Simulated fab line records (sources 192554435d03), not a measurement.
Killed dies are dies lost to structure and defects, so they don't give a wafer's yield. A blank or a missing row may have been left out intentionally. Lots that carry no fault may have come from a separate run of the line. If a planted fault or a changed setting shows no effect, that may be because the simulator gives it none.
Which tool was responsible? / flow n5 finfet / Sampling: 11 lots, 33 wafers, 4 of 1938 route steps

## WHAT THE GAUGES SHOWED, per wafer
N5_BEOL_M0_CUTY_CD_MEAS_57: the cd target is 200 nm.
lot=L075; measured=day 6 02:20; on=cd sem-03; cd nm (nm)=199.8 198.9 199.7
lot=L077; measured=day 6 11:13; on=cd sem-03; cd nm (nm)=199.2 201.0 199.5
lot=L079; measured=day 6 23:00; on=cd sem-02; cd nm (nm)=198.4 200.0 198.2
lot=L082; measured=day 8 00:13; on=cd sem-01; cd nm (nm)=199.6 199.8 200.2
lot=L084; measured=day 8 13:27; on=cd sem-03; cd nm (nm)=201.0 199.6 198.6
lot=L087; measured=day 9 07:22; on=cd sem-01; cd nm (nm)=199.4 199.4 199.4
lot=L089; measured=day 9 16:56; on=cd sem-01; cd nm (nm)=198.8 198.9 199.4
lot=L091; measured=day 10 03:25; on=cd sem-01; cd nm (nm)=200.2 199.6 200.0
lot=L093; measured=day 10 13:26; on=cd sem-01; cd nm (nm)=199.0 199.3 199.9
lot=L095; measured=day 10 21:11; on=cd sem-02; cd nm (nm)=196.3 197.9 197.3
lot=L097; measured=day 11 17:01; on=cd sem-02; cd nm (nm)=198.5 199.0 198.0

## TOOL THAT RAN EACH LOT (tool first, then ch and the chambers of the sampled wafers, then the start)
lot=L075; N5_BEOL_M0_SAQP_SPACER1_ETCHBACK_99=rie diel-02 ch 0,2,3, day 5 22:30; N5_BEOL_M0_SAQP_RECESS_109=vapor etch-01 ch 0,1, day 5 23:40; N5_BEOL_M0_SAQP_ETCH_88=rie diel-02 ch 0,1,3, day 6 01:05
lot=L077; N5_BEOL_M0_SAQP_SPACER1_ETCHBACK_99=rie diel-05 ch 0,1,3, day 6 07:21; N5_BEOL_M0_SAQP_RECESS_109=vapor etch-01 ch 0,1, day 6 08:25; N5_BEOL_M0_SAQP_ETCH_88=rie diel-05 ch 0,1,2, day 6 09:57
lot=L079; N5_BEOL_M0_SAQP_SPACER1_ETCHBACK_99=rie diel-02 ch 0,1,2, day 6 19:10; N5_BEOL_M0_SAQP_RECESS_109=vapor etch-02 ch 0,1, day 6 20:14; N5_BEOL_M0_SAQP_ETCH_88=rie diel-03 ch 0,1,3, day 6 21:41
lot=L082; N5_BEOL_M0_SAQP_SPACER1_ETCHBACK_99=rie diel-02 ch 0,2,3, day 7 19:50; N5_BEOL_M0_SAQP_RECESS_109=vapor etch-02 ch 0,1, day 7 21:14; N5_BEOL_M0_SAQP_ETCH_88=rie diel-03 ch 0,3, day 7 23:03
lot=L084; N5_BEOL_M0_SAQP_SPACER1_ETCHBACK_99=rie diel-02 ch 1,2, day 8 07:43; N5_BEOL_M0_SAQP_RECESS_109=vapor etch-01 ch 0,1, day 8 08:50; N5_BEOL_M0_SAQP_ETCH_88=rie diel-05 ch 1,2, day 8 11:58
lot=L087; N5_BEOL_M0_SAQP_SPACER1_ETCHBACK_99=rie diel-05 ch 1,2,3, day 9 03:25; N5_BEOL_M0_SAQP_RECESS_109=vapor etch-02 ch 0,1, day 9 04:29; N5_BEOL_M0_SAQP_ETCH_88=rie diel-02 ch 1,2,3, day 9 06:06
lot=L089; N5_BEOL_M0_SAQP_SPACER1_ETCHBACK_99=rie diel-02 ch 0,1,3, day 9 12:27; N5_BEOL_M0_SAQP_RECESS_109=vapor etch-02 ch 0,1, day 9 14:09; N5_BEOL_M0_SAQP_ETCH_88=rie diel-05 ch 2,3, day 9 15:40
lot=L091; N5_BEOL_M0_SAQP_SPACER1_ETCHBACK_99=rie diel-03 ch 1,2,3, day 9 23:36; N5_BEOL_M0_SAQP_RECESS_109=vapor etch-01 ch 0,1, day 10 00:47; N5_BEOL_M0_SAQP_ETCH_88=rie diel-02 ch 1,2,3, day 10 02:16
lot=L093; N5_BEOL_M0_SAQP_SPACER1_ETCHBACK_99=rie diel-05 ch 0,3, day 10 09:20; N5_BEOL_M0_SAQP_RECESS_109=vapor etch-02 ch 0,1, day 10 10:23; N5_BEOL_M0_SAQP_ETCH_88=rie diel-02 ch 0,2,3, day 10 11:55
lot=L095; N5_BEOL_M0_SAQP_SPACER1_ETCHBACK_99=rie diel-03 ch 0,1, day 10 17:14; N5_BEOL_M0_SAQP_RECESS_109=vapor etch-01 ch 1, day 10 18:29; N5_BEOL_M0_SAQP_ETCH_88=rie diel-03 ch 0,1, day 10 19:52
lot=L097; N5_BEOL_M0_SAQP_SPACER1_ETCHBACK_99=rie diel-05 ch 1,2,3, day 11 11:27; N5_BEOL_M0_SAQP_RECESS_109=vapor etch-01 ch 0,1, day 11 13:07; N5_BEOL_M0_SAQP_ETCH_88=rie diel-03 ch 1,2,3, day 11 15:44
- N5_BEOL_M0_SAQP_SPACER1_ETCHBACK_99: etches SiO2 in CHF3/O2, target depth 15.4 nm, time 7.7 s.
- N5_BEOL_M0_SAQP_RECESS_109: chemistry HF/NH3, target SiO2, target depth 3 nm, afs cycles 1, sublimation time 60 s.
- N5_BEOL_M0_SAQP_ETCH_88: etches underlayer in N2/H2, target depth 6.5 nm, time 5.2 s.

## THE ANSWER, worked out from the rows above alone
Rule: the lots themselves supply what counts as usual. Put in order of their means at a reading, lots are off if they are a third of the lots or fewer, leave a main group of 4 or more, and stand apart from it by a gap of 3 or more times the standard deviation of the main group's means; of several such gaps the widest counts. The tables above print the reading to a certain number of digits; a main group whose means all agree to those digits is not used. A lot without any number at a reading at which 4 lots or more have one is off too. Any other lot the step has rows for is counted as sound.
Nothing can be told from this: no lot is off at any reading shown.

## WHAT THE SIMULATOR HAD PUT IN
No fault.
